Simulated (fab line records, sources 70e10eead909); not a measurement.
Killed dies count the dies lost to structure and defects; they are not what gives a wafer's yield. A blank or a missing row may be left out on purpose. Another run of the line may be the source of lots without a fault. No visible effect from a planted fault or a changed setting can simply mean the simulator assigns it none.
fab line records	flow nand-harc
record lots=6	wafers=18	last-day=33
route steps=1302 shown P_STI@88 END@1302
lots that met no fault: from a run of the same line without faults
start-h: start of the lot's first displayed wafer, in hours after the record's first day	wait-h: hours from the lot's prior step to this one	" same as the row above	L1.1+2: one row covering several wafers at once	- value missing, or start not given	* or withheld: withheld	< > ~ a bound
route shown NAME@n: a module of which the file shows steps, and the number in the route of the first	usual: the fault-free wafers' mean and standard deviation	same: alike in all rows	chamber/n: place in a boat	sites: per-site readings	_std_site: the standard deviation of these	_edge_site: the outer-site mean with the inner-site mean subtracted	radius-mm: how far each site lies from the wafer's centre	mask NAME#n: copy n	behind: the tool/chamber that last shaped the wafer	hold: reason for holding the lot/hours on hold/outcome of the hold	device: transistor that didn't switch, given as n, p or np	end of line: tests run on the same wafers once the route is complete	a step given without rows: its recipe and nothing more	killed: not the wafer's yield, but the dies lost to structure and defects at the first sort	map: shows each die of a wafer: x if killed, . if not, _ if none is there
set.NAME: the setting that was run; set.NAME@STEP: the one run at that earlier step	model.NAME: the simulator's own value behind a step, which no gauge read
lots at some steps of the route; a table a step, a row a wafer
services: when a tool's chamber went out of use (start-h, in hours from the record's first day, below 0 if earlier), for how many hours, and the reason
## steps
# step NHARC_P_STI_ETCH_42
# recipe target-depth-a=800	overetch-a=240	time-s=61	ion-energy-ev=200	n2-flow-sccm=150	h2-flow-sccm=150	ar-flow-sccm=0	rf-w=400	bias-w=150	chemistry=N2/H2
# usual drypump-motor-current-A=5.6/0.39	oes-product-au=1.002/0.014	rf-vpp-V=430.2/1.6	showerhead-plenum-p-Torr=2.03/0.053	throttle-valve-pct=14.172/0.0095
lot.wafer	tool	chamber	start-h	wait-h	drypump-motor-current-A	oes-product-au	rf-hours-counter-h	rf-vpp-V	showerhead-plenum-p-Torr	throttle-valve-pct
L378.4	rie-diel-07	0	136.14	0.1	6.0	1.019	1	427.7	1.95	14.176
L378.2	"	2	"	"	5.9	1.017	1	429.9	2.02	14.169
L378.6	"	1	"	"	5.2	0.996	-	431.1	2.04	14.173
L380.4	rie-diel-07	3	152.60	0.1	5.4	1.015	1	432.0	2.07	14.171
L380.1	"	0	"	"	6.0	1.007	1	427.9	1.95	14.169
L380.5	"	2	"	"	5.9	0.996	-	428.7	2.02	14.172
L385.3	rie-diel-07	1	202.66	0.1	5.2	1.002	5	430.4	2.04	14.172
L385.6	"	3	"	"	5.4	1.005	-	431.0	2.06	14.173
L385.5	"	0	"	"	6.0	1.012	-	428.8	1.95	14.185
L386.2	rie-diel-07	1	213.32	0.1	5.2	0.998	5	432.5	2.04	14.175
L386.3	"	3	"	"	5.3	1.002	5	431.6	2.06	14.176
L386.1	"	0	"	"	6.0	1.020	5	428.3	1.95	14.147
L388.2	rie-diel-10	1	238.88	0.1	5.4	0.979	7	430.4	2.02	14.178
L388.3	"	3	"	"	6.4	1.010	8	433.9	2.14	14.181
L388.6	"	0	"	"	5.6	0.987	-	431.4	2.10	14.175
L392.2	rie-diel-10	0	272.87	0.1	5.6	1.019	1	431.3	2.10	14.179
L392.5	"	3	"	"	6.4	1.002	-	433.0	2.14	14.175
L392.6	"	0	"	"	5.6	1.021	-	433.3	2.10	14.183
# step NHARC_P_STI_ETCH_31
# recipe target-depth-a=1089	time-s=54.5	cf4-flow-sccm=100	chf3-flow-sccm=30	ar-flow-sccm=0	rf-w=500	bias-w=200	chemistry=CF4/CHF3
# usual chf3-flow-sccm=30.01/0.089	drypump-motor-current-A=5.6/0.39	oes-product-au=0.961/0.023	rf-vpp-V=370.4/1.5	showerhead-plenum-p-Torr=1.57/0.037	throttle-valve-pct=16.802/0.0087
lot.wafer	tool	chamber	start-h	wait-h	chf3-flow-sccm	drypump-motor-current-A	oes-product-au	rf-hours-counter-h	rf-vpp-V	showerhead-plenum-p-Torr	throttle-valve-pct
L378.4	rie-diel-07	3	-	-	29.94	5.4	0.973	1	370.4	1.59	16.786
L378.2	"	1	"	"	30.04	5.2	0.970	1	371.1	1.57	16.791
L378.6	"	0	"	"	29.85	6.0	0.992	-	368.4	1.51	16.799
L380.1	rie-diel-07	2	-	-	30.02	5.9	0.927	1	369.8	1.56	16.808
L380.4	"	0	"	"	29.99	6.0	0.946	1	367.6	1.51	16.816
L380.5	"	3	"	"	29.98	5.4	0.936	-	369.6	1.59	16.787
L385.3	rie-diel-07	0	-	-	30.03	6.0	0.942	4	367.4	1.51	16.790
L385.6	"	3	"	"	30.05	5.3	0.931	-	370.7	1.59	16.805
L385.5	"	0	"	"	30.05	6.0	0.952	-	367.7	1.51	16.798
L386.1	rie-diel-07	0	-	-	30.15	6.0	0.977	5	369.8	1.51	16.799
L386.2	"	1	"	"	30.04	5.2	0.961	5	371.5	1.57	16.786
L386.3	"	3	"	"	29.96	5.3	0.964	5	371.8	1.59	16.792
L388.3	rie-diel-10	3	-	-	29.99	6.4	0.973	8	371.6	1.64	16.787
L388.2	"	1	"	"	30.03	5.4	0.946	7	369.7	1.56	16.811
L388.6	"	2	"	"	29.88	5.7	0.965	-	370.2	1.52	16.791
L392.2	rie-diel-10	3	-	-	30.03	6.4	0.944	1	373.6	1.64	16.806
L392.6	"	1	"	"	30.04	5.4	0.946	-	371.2	1.56	16.801
L392.5	"	2	"	"	30.05	5.7	0.953	-	369.5	1.52	16.791
# step NHARC_P_STI_ETCH_15
# recipe target-depth-a=3000	taper-deg=4	time-s=100.1	hbr-flow-sccm=150	cl2-flow-sccm=50	rf-w=400	icp-w=400	bias-w=100	chemistry=HBr/Cl2
# usual drypump-motor-current-A=5.6/0.38	oes-product-au=1.000/0.014	throttle-valve-pct=26.405/0.009
lot.wafer	tool	chamber	start-h	wait-h	drypump-motor-current-A	oes-product-au	rf-hours-counter-h	throttle-valve-pct
L378.2	rie-si-02	0	136.33	-	5.4	0.980	0.2	26.413
L378.4	"	3	"	"	5.3	1.014	0.3	26.417
L378.6	"	1	"	"	5.0	1.006	-	26.421
L380.1	rie-si-02	2	152.78	-	6.0	0.996	0.3	26.411
L380.4	"	3	"	"	5.3	1.015	0.3	26.404
L380.5	"	3	"	"	5.3	1.021	-	26.421
L385.3	rie-si-01	2	202.90	-	5.8	0.992	0.0	26.399
L385.6	"	3	"	"	6.1	1.005	-	26.391
L385.5	"	0	"	"	6.1	0.995	-	26.414
L386.1	rie-si-01	3	213.53	-	6.1	1.003	0.1	26.417
L386.3	"	0	"	"	6.2	0.992	0.1	26.409
L386.2	"	2	"	"	5.8	1.018	0.1	26.402
L388.3	rie-si-01	3	239.07	-	6.1	1.019	0.3	26.421
L388.2	"	0	"	"	6.1	0.996	0.3	26.398
L388.6	"	0	"	"	6.1	1.016	-	26.408
L392.2	rie-si-02	1	273.09	-	5.0	1.003	1.0	26.394
L392.5	"	3	"	"	5.3	0.993	-	26.406
L392.6	"	0	"	"	5.3	0.991	-	26.413
# step NHARC_P_STI_CD_MEAS_16
# usual cd-nm=200.2/2.7
lot.wafer	tool	chamber	start-h	wait-h	cd-nm
L378.2	cd-sem-02	-	136.49	-	201.7
L378.4	"	-	"	"	201.1
L378.6	"	-	"	"	200.7
L380.1	cd-sem-01	-	152.95	-	198.8
L380.4	"	-	"	"	199.1
L380.5	"	-	"	"	200.7
L385.3	cd-sem-01	-	203.02	-	194.9
L385.5	"	-	"	"	196.9
L385.6	"	-	"	"	198.8
L386.1	cd-sem-01	-	213.69	-	201.3
L386.2	"	-	"	"	195.9
L386.3	"	-	"	"	199.0
L388.2	cd-sem-03	-	239.23	-	200.9
L388.3	"	-	"	"	199.7
L388.6	"	-	"	"	196.5
L392.2	cd-sem-03	-	273.22	-	199.8
L392.5	"	-	"	"	202.6
L392.6	"	-	"	"	204.1
# step NHARC_P_STI_OCD_MEAS_17
# usual trench-depth-nm=300/6.5	trench-foot-cd-nm=158.9/2.5
lot.wafer	tool	chamber	start-h	wait-h	trench-depth-nm	trench-foot-cd-nm
L378.2	ocd-02	-	136.58	0.1	294	158.1
L378.4	"	-	"	"	307	158.8
L378.6	"	-	"	"	304	158.9
L380.1	ocd-02	-	153.03	0.1	296	159.1
L380.4	"	-	"	"	307	155.9
L380.5	"	-	"	"	310	157.0
L385.3	ocd-01	-	203.11	0.1	303	154.1
L385.5	"	-	"	"	300	157.5
L385.6	"	-	"	"	303	157.1
L386.1	ocd-02	-	213.78	0.1	304	158.7
L386.2	"	-	"	"	307	156.0
L386.3	"	-	"	"	295	158.2
L388.2	ocd-01	-	239.32	0.1	299	159.6
L388.3	"	-	"	"	311	155.9
L388.6	"	-	"	"	300	156.0
L392.2	ocd-01	-	273.31	0.1	307	158.3
L392.5	"	-	"	"	302	161.9
L392.6	"	-	"	"	298	163.2
# step NHARC_P_STI_STRIP_19
# recipe time-s=900	temp-c=130	chemistry=SPM
# step NHARC_P_STI_PRECLEAN_32
# recipe time-s=*	temp-c=50	bath-age-min=0	chemistry=SC1
# step NHARC_P_STI_SRD_23
# step NHARC_P_STI_OCD_MEAS_43
# usual trench-depth-nm=300/6.5	trench-foot-cd-nm=158.9/2.4
lot.wafer	tool	chamber	start-h	wait-h	trench-depth-nm	trench-foot-cd-nm
L378.2	ocd-02	-	137.08	-	294	158.6
L378.4	"	-	"	"	307	158.7
L378.6	"	-	"	"	303	158.2
L380.1	ocd-02	-	153.54	-	296	158.1
L380.4	"	-	"	"	307	155.5
L380.5	"	-	"	"	310	156.6
L385.3	ocd-02	-	203.62	-	303	154.4
L385.5	"	-	"	"	300	157.7
L385.6	"	-	"	"	302	157.2
L386.1	ocd-01	-	214.29	-	304	159.2
L386.2	"	-	"	"	306	155.9
L386.3	"	-	"	"	295	158.6
L388.2	ocd-02	-	239.82	-	300	159.4
L388.3	"	-	"	"	311	156.9
L388.6	"	-	"	"	300	156.2
L392.2	ocd-02	-	273.81	-	307	158.0
L392.5	"	-	"	"	302	161.4
L392.6	"	-	"	"	298	162.6
# step NHARC_P_STI_OXIDE_33
# recipe target-thk-a=100	temp-c=1000	ox-time-s=281	material=SiO2
# step NHARC_P_STI_HDPCVD_20
# recipe target-thk-a=withheld	sigma-open-frac=withheld	material=SiO2
# step NHARC_P_STI_ANNEAL_34
# recipe temp-c=1000	time-s=1800
# step NHARC_P_STI_CMP_21
# recipe t-overpolish-s=20	target-thk-nm=380.67
# usual motor-current-A=12.4/1.4	overpolish-run-s=20.000/0.0094	t-overpolish-s=20/0
lot.wafer	tool	chamber	start-h	wait-h	motor-current-A	overpolish-run-s	t-overpolish-s
L378.4	cmp-03	2	155.55	0.4	11.2	70.691	70.696
L378.2	"	3	"	"	11.6	70.692	70.696
L378.6	"	1	"	"	13.2	70.692	70.696
L380.1	cmp-03	2	171.03	0.4	11.3	70.688	70.696
L380.4	"	0	"	"	13.7	70.697	70.696
L380.5	"	1	"	"	14.0	70.693	70.696
L385.3	cmp-02	3	227.96	0.4	11.6	19.993	20
L385.6	"	2	"	"	11.6	20.017	20
L385.5	"	3	"	"	12.1	20.002	20
L386.1	cmp-03	3	237.68	0.4	12.6	19.969	20
L386.2	"	1	"	"	13.8	20.001	20
L386.3	"	2	"	"	11.5	19.984	20
L388.2	cmp-03	2	260.04	0.4	10.6	20.000	20
L388.3	"	3	"	"	11.7	20.018	20
L388.6	"	1	"	"	14.0	20.007	20
L392.2	cmp-02	0	292.09	0.4	11.8	19.988	20
L392.6	"	1	"	"	13.7	19.996	20
L392.5	"	2	"	"	10.7	20.011	20
# step NHARC_END_SORT_01
# recipe temp-c=25
# usual killed-at-array=64/20	killed-at-other=0.7/1.1	killed-at-periphery=3.6/2.7	killed-dies=68/20	killed-open=2.8/1.9	killed-short=2.3/1.5
# same gross-dies=677
lot.wafer	tool	chamber	start-h	wait-h	killed-at-array	killed-at-other	killed-at-periphery	killed-dies	killed-open	killed-short
L378.2	prober-01	0	654.13	2.8	67	3	4	74	4	3
L380.1	prober-01	0	688.78	2.5	70	0	4	74	5	3
L380.4	prober-01	0	691.19	3.4	60	3	0	63	4	2
L380.5	prober-01	0	691.99	3.7	60	0	2	62	3	5
L385.3	prober-01	0	727.24	3.1	71	0	5	76	4	0
L385.5	prober-01	0	728.83	3.7	77	0	6	83	3	3
L385.6	prober-01	0	729.62	4.0	74	0	5	79	0	1
L386.1	prober-01	0	746.02	2.5	78	0	4	82	1	1
L388.6	prober-01	0	766.18	4.0	53	0	4	57	1	2
# killed by level:class
L378.2 A_CHANNEL_HOLE_D1:chamber-film-flake=30 A_CHANNEL_HOLE_D2:chamber-film-flake=15 A_M0:chamber-film-flake=6 A_SLIT:chamber-film-flake=4 A_CONTACT:chamber-film-flake=4 THIN_TSV:chamber-film-flake=3 A_SOURCE_PLATE:geometric-particle:short=2 A_CHANNEL_FILL_D2:geometric-particle:open=2
L380.1 A_CHANNEL_HOLE_D1:chamber-film-flake=38 A_CHANNEL_HOLE_D2:chamber-film-flake=16 P_STI:chamber-film-flake=3 A_ONON_D1:geometric-particle:short=2 A_WL_FILL:geometric-particle:open=2 A_DECK1_JOINT:chamber-film-flake=2 A_CHANNEL_FILL_D2:chamber-film-flake=2 A_SLIT:chamber-film-flake=2
L380.4 A_CHANNEL_HOLE_D1:chamber-film-flake=27 A_CHANNEL_HOLE_D2:chamber-film-flake=18 A_CONTACT:chamber-film-flake=4 THIN_TSV:chamber-film-flake=3 A_CHANNEL_FILL_D2:chamber-film-flake=2 A_ONON_D1:geometric-particle:short=1 A_ONON_D1:geometric-particle:open=1 A_ONON_D2:geometric-particle:open=1
L380.5 A_CHANNEL_HOLE_D1:chamber-film-flake=27 A_CHANNEL_HOLE_D2:chamber-film-flake=13 A_CONTACT:chamber-film-flake=5 A_CHANNEL_FILL_D2:chamber-film-flake=4 A_WL_FILL:geometric-particle:short=2 A_ONON_D1:geometric-particle:short=1 A_CHANNEL_HOLE_D1:geometric-particle:open=1 A_CHANNEL_FILL_D1:geometric-particle:short=1
L385.3 A_CHANNEL_HOLE_D1:chamber-film-flake=35 A_SLIT:chamber-film-flake=29 A_CHANNEL_HOLE_D2:geometric-particle:open=2 P_CONTACT:chamber-film-flake=2 A_STAIRCASE:chamber-film-flake=2 P_M1:geometric-particle:open=1 A_CHANNEL_FILL_D1:geometric-particle:open=1 P_GATE:chamber-film-flake=1
L385.5 A_SLIT:chamber-film-flake=31 A_CHANNEL_HOLE_D1:chamber-film-flake=30 A_CONTACT:chamber-film-flake=7 P_STI:chamber-film-flake=4 A_STAIRCASE:chamber-film-flake=4 A_ONON_D2:geometric-particle:open=2 P_STI:geometric-particle:short=1 P_CONTACT:geometric-particle:open=1
L385.6 A_CHANNEL_HOLE_D1:chamber-film-flake=33 A_SLIT:chamber-film-flake=28 A_CONTACT:chamber-film-flake=9 P_GATE:chamber-film-flake=3 P_STI:chamber-film-flake=2 A_STAIRCASE:chamber-film-flake=2 A_CHANNEL_FILL_D2:geometric-particle:short=1 A_WL_FILL:chamber-film-flake=1
L386.1 A_CHANNEL_HOLE_D1:chamber-film-flake=31 A_CHANNEL_HOLE_D2:chamber-film-flake=29 A_CONTACT:chamber-film-flake=7 A_STAIRCASE:chamber-film-flake=6 P_GATE:chamber-film-flake=2 A_SLIT:chamber-film-flake=2 A_CHANNEL_FILL_D2:chamber-film-flake=2 P_M0:geometric-particle:open=1
L388.6 A_SLIT:chamber-film-flake=29 A_CHANNEL_HOLE_D1:chamber-film-flake=12 A_CONTACT:chamber-film-flake=6 P_M0:chamber-film-flake=3 A_CHANNEL_FILL_D2:geometric-particle:short=2 A_ONON_D2:geometric-particle:open=1 P_STI:chamber-film-flake=1 A_CHANNEL_FILL_D1:chamber-film-flake=1
## services
tool	chamber	start-h	hours	kind
rie-diel-07	-	117.20	9.0	pm
cmp-02	-	124.84	3.8	repair
cmp-03	-	126.62	5.0	repair
cmp-02	-	134.50	4.0	pm
rie-diel-07	1	159.75	5.5	repair
rie-diel-10	-	161.98	0.4	repair
cmp-02	-	162.54	0.6	repair
cmp-03	-	165.04	4.0	pm
cmp-02	-	168.79	1.2	repair
rie-diel-10	1	171.41	4.2	repair
rie-si-02	-	188.65	0.2	repair
rie-si-01	-	193.00	9.0	pm
rie-diel-07	2	201.02	44.1	repair
rie-diel-10	-	229.64	0.7	repair
rie-diel-10	1	231.08	2.6	repair
cmp-02	-	232.50	4.0	pm
rie-diel-07	-	236.83	2.5	repair
rie-si-02	0	241.85	7.7	repair
rie-diel-10	-	242.50	9.0	pm
rie-diel-07	0	247.78	4.4	repair
cmp-03	-	263.19	4.0	pm
rie-diel-10	-	264.79	0.2	repair
cmp-03	-	272.60	1.9	repair
rie-si-02	-	277.00	9.0	pm
## key
first-sign step=NHARC_P_STI_CMP_21	reading=t-overpolish-s	direction=up	sigmas=99+	usual=20	struck=70.696
effect step=NHARC_P_STI_CMP_21	reading=overpolish-run-s	direction=up	sigmas=99+	usual=20.000	struck=70.692
met-at NHARC_P_STI_CMP_21
struck-wafers L378.2,L378.4,L378.6,L380.1,L380.4,L380.5
tester-left-out L378,L380
fault kind=process-parameter-drift	tool=cmp-03	chamber=-	onset-h=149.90	steps=NHARC_P_STI_CMP_21	channel=t-overpolish-s	offset=50.696	shape=step	end-h=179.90	acts-in=these-recipes-only	stated=20
# tester-left-out: of these lots the tester's yield and bins aren't shown, on N5 and GAA mostly nor the transistor test; their killed dies are dies lost to structure and defects alone, not to doping, threshold or leakage, so they don't give the yield
